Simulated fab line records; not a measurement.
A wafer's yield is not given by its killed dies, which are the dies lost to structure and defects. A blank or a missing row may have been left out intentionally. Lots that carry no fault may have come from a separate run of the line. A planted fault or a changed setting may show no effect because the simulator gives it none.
What tool caused it? | flow n5 finfet | Sampling: 22 lots, 66 wafers, 6 of 1938 route steps

## WHAT THE GAUGES READ, wafer by wafer
N5_BEOL_M7_CD_MEAS_35: the cd target is 40 nm. Usual: cd nm at 40.1 nm, with a standard deviation of 0.49.
lot  | measured     | on        | cd nm (nm)     | flag
L074 | day 9 01:31  | cd sem-02 | 39.5 39.2 38.7 |
L075 | day 10 00:43 | cd sem-01 | 39.6 40.0 39.9 |
L076 | day 10 04:57 | cd sem-01 | 40.3 40.5 39.9 |
L077 | day 10 13:02 | cd sem-03 | 40.1 40.1 39.9 |
L078 | day 10 19:25 | cd sem-01 | 39.7 40.2 40.5 |
L079 | day 11 02:16 | cd sem-02 | 39.2 39.5 40.3 |
L080 | day 11 13:31 | cd sem-03 | 40.1 40.2 40.3 |
L083 | day 11 16:51 | cd sem-01 | 40.2 40.3 40.0 |
L082 | day 11 22:44 | cd sem-03 | 40.9 39.9 40.1 |
L084 | day 11 23:04 | cd sem-02 | 40.5 40.0 40.9 |
L085 | day 12 09:23 | cd sem-02 | 40.2 40.6 39.8 |
L086 | day 12 09:48 | cd sem-03 | 41.2 40.6 40.1 |
L088 | day 13 07:41 | cd sem-02 | 40.3 40.2 39.9 |
L087 | day 13 15:40 | cd sem-01 | 40.2 39.6 40.6 |
L089 | day 13 16:04 | cd sem-03 | 40.1 39.7 40.3 |
L091 | day 13 22:40 | cd sem-02 | 39.5 40.3 40.1 |
L090 | day 14 00:24 | cd sem-03 | 40.2 39.7 40.1 |
L092 | day 14 20:17 | cd sem-03 | 40.6 41.5 40.4 |
L095 | day 15 02:06 | cd sem-02 | 40.1 40.4 40.5 |
L094 | day 15 02:07 | cd sem-01 | 40.1 40.5 40.1 |
L096 | day 15 04:18 | cd sem-01 | 40.4 40.5 40.3 |
L097 | day 16 07:17 | cd sem-02 | 39.9 40.3 39.6 |

## WHAT TOOL EACH LOT RAN ON (gives the tool, then ch and the chambers of the sampled wafers, and finally the start)
lot  | N5_BEOL_M6_ALD_77                   | N5_BEOL_M7_ILD_DEP_00           | N5_BEOL_M7_DESCUM_16               | N5_BEOL_M7_ETCH_62                 | N5_BEOL_M7_ETCH_72
L074 | ald metal-04 ch 1,3, day 8 19:41    | pecvd-04 ch 1,2, day 8 21:30    | rie diel-02 ch 0,2,3, day 8 22:46  | rie diel-02 ch 0,2,3, day 8 22:52  | rie diel-02 ch 0,2, day 9 00:58
L075 | ald metal-02 ch 0,1,3, day 9 13:44  | pecvd-01 ch 0,1, day 9 15:56    | rie diel-04 ch 1,3, day 9 20:56    | rie diel-04 ch 1,3, day 9 21:01    | rie diel-02 ch 1,2,3, day 10 00:09
L076 | ald metal-02 ch 0,1,3, day 9 21:30  | pecvd-01 ch 1,2, day 10 01:04   | rie diel-02 ch 0,2,3, day 10 02:57 | rie diel-02 ch 0,2,3, day 10 03:02 | rie diel-01 ch 0,1,2, day 10 04:24
L077 | ald metal-02 ch 0,2,3, day 10 04:38 | pecvd-04 ch 1,2, day 10 07:20   | rie diel-04 ch 1,2,3, day 10 10:04 | rie diel-04 ch 1,2,3, day 10 10:09 | rie diel-02 ch 1,2,3, day 10 12:30
L078 | ald metal-03 ch 1,2,3, day 10 09:50 | pecvd-03 ch 0,1, day 10 12:05   | rie diel-04 ch 1,2, day 10 14:03   | rie diel-04 ch 1,2, day 10 14:08   | rie diel-04 ch 0,1, day 10 18:46
L079 | ald metal-04 ch 2,3, day 10 17:55   | pecvd-03 ch 1,2, day 10 20:10   | rie diel-04 ch 0,1,3, day 11 00:02 | rie diel-04 ch 0,1,3, day 11 00:07 | rie diel-04 ch 0,1,3, day 11 01:43
L080 | ald metal-03 ch 0,1,2, day 11 03:08 | pecvd-04 ch 1,2, day 11 05:55   | rie diel-01 ch 1,2,3, day 11 08:08 | rie diel-01 ch 1,2,3, day 11 08:13 | rie diel-01 ch 0,1,3, day 11 12:58
L083 | ald metal-04 ch 1,2,3, day 11 10:49 | pecvd-03 ch 0,1, day 11 12:19   | rie diel-04 ch 0,2,3, day 11 13:55 | rie diel-04 ch 0,2,3, day 11 14:00 | rie diel-02 ch 1,2,3, day 11 16:18
L082 | ald metal-03 ch 1,3, day 11 14:01   | pecvd-04 ch 1,2, day 11 16:42   | rie diel-04 ch 0,1,3, day 11 20:39 | rie diel-04 ch 0,1,3, day 11 20:44 | rie diel-04 ch 0,1,2, day 11 22:11
L084 | ald metal-04 ch 0,3, day 11 14:22   | pecvd-03 ch 1,2, day 11 17:16   | rie diel-04 ch 1,3, day 11 21:10   | rie diel-04 ch 1,3, day 11 21:16   | rie diel-02 ch 0,2,3, day 11 22:31
L085 | ald metal-03 ch 1,3, day 12 01:31   | pecvd-01 ch 0,1,2, day 12 04:23 | rie diel-04 ch 2,3, day 12 07:19   | rie diel-04 ch 2,3, day 12 07:24   | rie diel-01 ch 0,1,2, day 12 08:50
L086 | ald metal-02 ch 1,2, day 12 04:28   | pecvd-03 ch 0,1,2, day 12 05:58 | rie diel-04 ch 0,1,2, day 12 07:39 | rie diel-04 ch 0,1,2, day 12 07:44 | rie diel-01 ch 2,3, day 12 09:14
L088 | ald metal-04 ch 0,1, day 12 23:13   | pecvd-04 ch 0,2, day 13 00:49   | rie diel-04 ch 0,2,3, day 13 05:05 | rie diel-04 ch 0,2,3, day 13 05:11 | rie diel-04 ch 1,2,3, day 13 07:08
L087 | ald metal-02 ch 0,1,2, day 13 08:22 | pecvd-04 ch 0,1,2, day 13 10:11 | rie diel-02 ch 1,2, day 13 12:54   | rie diel-02 ch 1,2, day 13 12:59   | rie diel-04 ch 1,2,3, day 13 15:07
L089 | ald metal-04 ch 0,3, day 13 08:27   | pecvd-03 ch 0,1, day 13 10:14   | rie diel-04 ch 2,3, day 13 13:14   | rie diel-04 ch 2,3, day 13 13:19   | rie diel-04 ch 0,3, day 13 15:31
L091 | ald metal-02 ch 0,2,3, day 13 13:41 | pecvd-04 ch 0,2, day 13 16:19   | rie diel-01 ch 0,1,3, day 13 20:43 | rie diel-01 ch 0,1,3, day 13 20:48 | rie diel-02 ch 1,2, day 13 22:07
L090 | ald metal-02 ch 2,3, day 13 15:31   | pecvd-01 ch 0,2, day 13 17:02   | rie diel-01 ch 1,2, day 13 21:52   | rie diel-01 ch 1,2, day 13 21:57   | rie diel-02 ch 1,2,3, day 13 23:51
L092 | ald metal-02 ch 1,2,3, day 14 14:28 | pecvd-01 ch 0,1,2, day 14 15:58 | rie diel-01 ch 0,3, day 14 18:39   | rie diel-01 ch 0,3, day 14 18:44   | rie diel-04 ch 1,2,3, day 14 19:44
L095 | ald metal-03 ch 1,3, day 14 18:58   | pecvd-01 ch 0,2, day 14 20:35   | rie diel-02 ch 0,1, day 14 22:29   | rie diel-02 ch 0,1, day 14 22:35   | rie diel-04 ch 1,3, day 15 01:33
L094 | ald metal-02 ch 1,2,3, day 14 19:47 | pecvd-01 ch 0,2, day 14 22:48   | rie diel-02 ch 0,2, day 15 00:02   | rie diel-02 ch 0,2, day 15 00:08   | rie diel-01 ch 0,2, day 15 01:34
L096 | ald metal-02 ch 0,1,3, day 14 21:51 | pecvd-04 ch 1,2, day 14 23:57   | rie diel-01 ch 2,3, day 15 02:31   | rie diel-01 ch 2,3, day 15 02:37   | rie diel-02 ch 1,2, day 15 03:44
L097 | ald metal-03 ch 0,1,2, day 15 22:14 | pecvd-03 ch 0,2, day 16 00:02   | rie diel-01 ch 0,2, day 16 03:07   | rie diel-01 ch 0,2, day 16 03:12   | rie diel-04 ch 2,3, day 16 06:44
- N5_BEOL_M6_ALD_77: deposits TaN, target thk 2 nm, pulse time 2 s, purge time 3 s.
- N5_BEOL_M7_ILD_DEP_00: deposits SiCOH lowk from DEMS/porogen, target thk 179.75 nm, time 33.4 s.
- N5_BEOL_M7_DESCUM_16: chemistry O2, time 7.9 s.
- N5_BEOL_M7_ETCH_62: etches SOC in N2/H2, target depth 110 nm, overetch 22 nm, time 165 s.
- N5_BEOL_M7_ETCH_72: etches underlayer in N2/H2, target depth 6.5 nm, time 5.2 s.

## AS READ BY THE TOOLS THEMSELVES (means over the sampled wafers that have a number; for cases with no such wafer, the mark the record gives instead)
N5_BEOL_M6_ALD_77. Usual: heater power w 412 W, standard deviation 31; susceptor temp C 275.02 C, standard deviation 0.18.
lot  | tool         | heater power w (W) | susceptor temp C (C) | flag
L074 | ald metal-04 | 424                | 275.24               |
L075 | ald metal-02 | 409                | 274.89               |
L076 | ald metal-02 | 422                | 275.16               |
L077 | ald metal-02 | 422                | 274.89               |
L078 | ald metal-03 | 401                | 275.09               |
L079 | ald metal-04 | 412                | 275.23               |
L080 | ald metal-03 | 429                | 275.10               |
L083 | ald metal-04 | 415                | 275.25               |
L082 | ald metal-03 | 379                | 274.99               |
L084 | ald metal-04 | 425                | 275.13               |
L085 | ald metal-03 | 381                | 275.02               |
L086 | ald metal-02 | 426                | 274.87               |
L088 | ald metal-04 | 377                | 275.17               |
L087 | ald metal-02 | 431                | 275.06               |
L089 | ald metal-04 | 428                | 274.90               |
L091 | ald metal-02 | 424                | 274.99               |
L090 | ald metal-02 | 402                | 274.96               |
L092 | ald metal-02 | 408                | 275.03               |
L095 | ald metal-03 | 388                | 275.04               |
L094 | ald metal-02 | 408                | 275.12               |
L096 | ald metal-02 | 427                | 275.17               |
L097 | ald metal-03 | 423                | 275.04               |

N5_BEOL_M7_ILD_DEP_00. Usual: heater power w 316 W, standard deviation 57; showerhead plenum p Torr 5.732 Torr, standard deviation 0.021; susceptor temp C 300.04 C, standard deviation 0.21; throttle valve pct 13.4 %, standard deviation 0.55.
lot  | tool     | heater power w (W) | showerhead plenum p Torr (Torr) | susceptor temp C (C) | throttle valve pct (%) | flag
L074 | pecvd-04 | 330                | 5.743                           | 299.88               | 12.9                   |
L075 | pecvd-01 | 344                | 5.723                           | 299.98               | 13.9                   |
L076 | pecvd-01 | 302                | 5.727                           | 299.94               | 13.8                   |
L077 | pecvd-04 | 340                | 5.741                           | 300.09               | 12.8                   |
L078 | pecvd-03 | 316                | 5.753                           | 300.16               | 13.6                   |
L079 | pecvd-03 | 272                | 5.726                           | 300.02               | 12.7                   |
L080 | pecvd-04 | 387                | 5.732                           | 299.97               | 13.2                   |
L083 | pecvd-03 | 308                | 5.741                           | 299.99               | 13.5                   |
L082 | pecvd-04 | 374                | 5.740                           | 300.26               | 13.0                   |
L084 | pecvd-03 | 299                | 5.725                           | 300.05               | 12.7                   |
L085 | pecvd-01 | 324                | 5.737                           | 300.23               | 13.6                   |
L086 | pecvd-03 | 271                | 5.742                           | 299.99               | 13.1                   |
L088 | pecvd-04 | 311                | 5.730                           | 299.97               | 13.2                   |
L087 | pecvd-04 | 337                | 5.722                           | 299.96               | 13.6                   |
L089 | pecvd-03 | 302                | 5.751                           | 300.08               | 13.4                   |
L091 | pecvd-04 | 296                | 5.736                           | 299.94               | 13.4                   |
L090 | pecvd-01 | 356                | 5.729                           | 300.22               | 13.5                   |
L092 | pecvd-01 | 326                | 5.732                           | 300.06               | 13.6                   |
L095 | pecvd-01 | 334                | 5.733                           | 299.98               | 13.7                   |
L094 | pecvd-01 | 334                | 5.731                           | 299.85               | 13.5                   |
L096 | pecvd-04 | 361                | 5.744                           | 300.11               | 13.1                   |
L097 | pecvd-03 | 273                | 5.722                           | 299.78               | 13.3                   |

N5_BEOL_M7_DESCUM_16. Usual: drypump motor current A 5.4 A, standard deviation 0.33; o2 flow sccm 225.0 sccm, standard deviation 0.62; oes product au 0.80 a.u., standard deviation 0.084; rf vpp V 243.7 V, standard deviation 1.5; showerhead plenum p Torr 2.12 Torr, standard deviation 0.078; throttle valve pct 20.31 %, standard deviation 0.24.
lot  | tool        | drypump motor current A (A) | o2 flow sccm (sccm) | oes product au (a.u.) | rf vpp V (V) | showerhead plenum p Torr (Torr) | throttle valve pct (%) | flag
L074 | rie diel-02 | 5.9                         | 224.7               | 0.72                  | 242.9        | 2.10                            | 20.47                  |
L075 | rie diel-04 | 5.2                         | 225.2               | 0.89                  | 243.1        | 2.10                            | 20.33                  |
L076 | rie diel-02 | 5.9                         | 225.2               | 0.71                  | 243.6        | 2.10                            | 20.48                  |
L077 | rie diel-04 | 5.3                         | 225.4               | 0.84                  | 243.8        | 2.14                            | 20.30                  |
L078 | rie diel-04 | 5.4                         | 225.9               | 0.79                  | 243.4        | 2.12                            | 20.46                  |
L079 | rie diel-04 | 5.1                         | 224.6               | 0.81                  | 245.2        | 2.14                            | 20.31                  |
L080 | rie diel-01 | 5.5                         | 224.9               | 0.82                  | 242.8        | 2.05                            | 20.32                  |
L083 | rie diel-04 | 5.2                         | 225.5               | 0.78                  | 244.6        | 2.19                            | 20.29                  |
L082 | rie diel-04 | 5.1                         | 224.8               | 0.82                  | 243.2        | 2.14                            | 20.33                  |
L084 | rie diel-04 | 5.2                         | 224.8               | 0.86                  | 242.8        | 2.09                            | 20.33                  |
L085 | rie diel-04 | 5.3                         | 225.5               | 0.85                  | 245.0        | 2.20                            | 20.13                  |
L086 | rie diel-04 | 5.2                         | 225.7               | 0.76                  | 244.5        | 2.12                            | 20.49                  |
L088 | rie diel-04 | 5.2                         | 225.0               | 0.78                  | 244.1        | 2.18                            | 20.32                  |
L087 | rie diel-02 | 5.9                         | 225.2               | 0.78                  | 242.3        | 2.06                            | 20.34                  |
L089 | rie diel-04 | 5.4                         | 224.0               | 0.78                  | 244.9        | 2.19                            | 20.29                  |
L091 | rie diel-01 | 5.7                         | 225.3               | 0.79                  | 243.5        | 2.07                            | 20.39                  |
L090 | rie diel-01 | 5.7                         | 225.9               | 0.73                  | 241.8        | 2.05                            | 20.59                  |
L092 | rie diel-01 | 5.5                         | 224.5               | 0.84                  | 242.0        | 2.07                            | 20.16                  |
L095 | rie diel-02 | 5.8                         | 225.8               | 0.92                  | 243.9        | 2.16                            | 20.21                  |
L094 | rie diel-02 | 5.9                         | 224.9               | 0.86                  | 243.0        | 2.09                            | 20.25                  |
L096 | rie diel-01 | 5.3                         | 225.4               | 0.84                  | 241.6        | 2.04                            | 20.11                  |
L097 | rie diel-01 | 5.7                         | 224.5               | 0.78                  | 242.5        | 2.08                            | 20.09                  |

N5_BEOL_M7_ETCH_62. Usual: drypump motor current A 5.4 A, standard deviation 0.33; oes product au 0.68 a.u., standard deviation 0.065; rf vpp V 524.9 V, standard deviation 2.6; showerhead plenum p Torr 2.58 Torr, standard deviation 0.096; throttle valve pct 17.72 %, standard deviation 0.25.
lot  | tool        | drypump motor current A (A) | oes product au (a.u.) | rf vpp V (V) | showerhead plenum p Torr (Torr) | throttle valve pct (%) | flag
L074 | rie diel-02 | 5.9                         | 0.61                  | 523.6        | 2.55                            | 17.97                  |
L075 | rie diel-04 | 5.2                         | 0.74                  | 524.4        | 2.55                            | 17.74                  |
L076 | rie diel-02 | 5.9                         | 0.61                  | 523.7        | 2.55                            | 17.99                  |
L077 | rie diel-04 | 5.3                         | 0.71                  | 525.3        | 2.61                            | 17.71                  |
L078 | rie diel-04 | 5.4                         | 0.66                  | 525.2        | 2.58                            | 17.84                  |
L079 | rie diel-04 | 5.1                         | 0.69                  | 526.2        | 2.60                            | 17.74                  |
L080 | rie diel-01 | 5.5                         | 0.70                  | 522.7        | 2.49                            | 17.72                  |
L083 | rie diel-04 | 5.2                         | 0.67                  | 526.7        | 2.66                            | 17.71                  |
L082 | rie diel-04 | 5.1                         | 0.69                  | 525.2        | 2.60                            | 17.76                  |
L084 | rie diel-04 | 5.2                         | 0.72                  | 523.8        | 2.54                            | 17.77                  |
L085 | rie diel-04 | 5.3                         | 0.71                  | 527.7        | 2.69                            | 17.56                  |
L086 | rie diel-04 | 5.2                         | 0.65                  | 524.9        | 2.58                            | 17.88                  |
L088 | rie diel-04 | 5.2                         | 0.66                  | 526.9        | 2.66                            | 17.73                  |
L087 | rie diel-02 | 5.9                         | 0.66                  | 523.1        | 2.51                            | 17.86                  |
L089 | rie diel-04 | 5.4                         | 0.66                  | 526.7        | 2.66                            | 17.71                  |
L091 | rie diel-01 | 5.6                         | 0.67                  | 523.4        | 2.51                            | 17.77                  |
L090 | rie diel-01 | 5.6                         | 0.62                  | 522.8        | 2.49                            | 18.05                  |
L092 | rie diel-01 | 5.5                         | 0.72                  | 522.3        | 2.50                            | 17.50                  |
L095 | rie diel-02 | 5.8                         | 0.77                  | 526.3        | 2.62                            | 17.61                  |
L094 | rie diel-02 | 5.9                         | 0.72                  | 523.2        | 2.53                            | 17.76                  |
L096 | rie diel-01 | 5.3                         | 0.72                  | 522.0        | 2.48                            | 17.47                  |
L097 | rie diel-01 | 5.7                         | 0.66                  | 523.2        | 2.52                            | 17.47                  |

N5_BEOL_M7_ETCH_72. Usual: drypump motor current A 5.5 A, standard deviation 0.34; etch rf on time s 5.19 s, standard deviation 0.1; oes product au 0.67 a.u., standard deviation 0.074; rf vpp V 524.6 V, standard deviation 3; showerhead plenum p Torr 2.57 Torr, standard deviation 0.094; throttle valve pct 17.80 %, standard deviation 0.27.
lot  | tool        | drypump motor current A (A) | etch rf on time s (s) | oes product au (a.u.) | rf vpp V (V) | showerhead plenum p Torr (Torr) | throttle valve pct (%) | flag
L074 | rie diel-02 | 5.9                         | 5.21                  | 0.62                  | 521.7        | 2.50                            | 17.99                  |
L075 | rie diel-02 | 5.9                         | 5.17                  | 0.68                  | 526.2        | 2.58                            | 17.84                  |
L076 | rie diel-01 | 5.6                         | 5.19                  | 0.68                  | 523.5        | 2.52                            | 17.72                  |
L077 | rie diel-02 | 5.9                         | 5.23                  | 0.66                  | 525.3        | 2.58                            | 17.83                  |
L078 | rie diel-04 | 5.1                         | 5.25                  | 0.65                  | 524.0        | 2.57                            | 17.92                  |
L079 | rie diel-04 | 5.1                         | 5.17                  | 0.70                  | 524.6        | 2.60                            | 17.77                  |
L080 | rie diel-01 | 5.7                         | 5.11                  | 0.69                  | 522.8        | 2.52                            | 17.76                  |
L083 | rie diel-02 | 5.9                         | 5.22                  | 0.66                  | 526.0        | 2.58                            | 17.86                  |
L082 | rie diel-04 | 5.2                         | 5.28                  | 0.65                  | 524.8        | 2.58                            | 17.91                  |
L084 | rie diel-02 | 5.9                         | 5.25                  | 0.60                  | 524.3        | 2.54                            | 18.04                  |
L085 | rie diel-01 | 5.6                         | 5.07                  | 0.67                  | 521.6        | 2.51                            | 17.75                  |
L086 | rie diel-01 | 5.4                         | 5.09                  | 0.74                  | 522.4        | 2.48                            | 17.45                  |
L088 | rie diel-04 | 5.3                         | 5.09                  | 0.70                  | 526.9        | 2.60                            | 17.77                  |
L087 | rie diel-04 | 5.3                         | 5.21                  | 0.69                  | 525.6        | 2.60                            | 17.78                  |
L089 | rie diel-04 | 5.1                         | 5.21                  | 0.70                  | 526.8        | 2.68                            | 17.63                  |
L091 | rie diel-02 | 5.8                         | 5.16                  | 0.71                  | 524.5        | 2.59                            | 17.74                  |
L090 | rie diel-02 | 5.9                         | 5.23                  | 0.64                  | 525.5        | 2.57                            | 17.89                  |
L092 | rie diel-04 | 5.3                         | 5.12                  | 0.69                  | 524.8        | 2.59                            | 17.80                  |
L095 | rie diel-04 | 5.2                         | 5.12                  | 0.71                  | 523.2        | 2.53                            | 17.83                  |
L094 | rie diel-01 | 5.7                         | 5.20                  | 0.67                  | 522.4        | 2.52                            | 17.50                  |
L096 | rie diel-02 | 5.9                         | 5.22                  | 0.65                  | 522.5        | 2.51                            | 17.92                  |
L097 | rie diel-04 | 5.3                         | 5.17                  | 0.69                  | 527.0        | 2.68                            | 17.64                  |

## THE ANSWER, worked out from the rows above alone
Rule: a lot counts as off when the mean over its wafers that have a number is more than 3 standard deviations away from the usual mean. A lot without any number at a reading at which 4 lots or more have one is off too. All remaining lots with rows at the step are treated as sound. The gauges are gone through in route order, then the tools' own readings, and for those a lot's mean is taken as printed above. The first step at which some lot is off is used, and at that step the reading that is off furthest; a lot without a number counts as furthest.
No lot is off at any reading shown: from this, nothing can be told.

## WHAT THE SIMULATOR PUT IN
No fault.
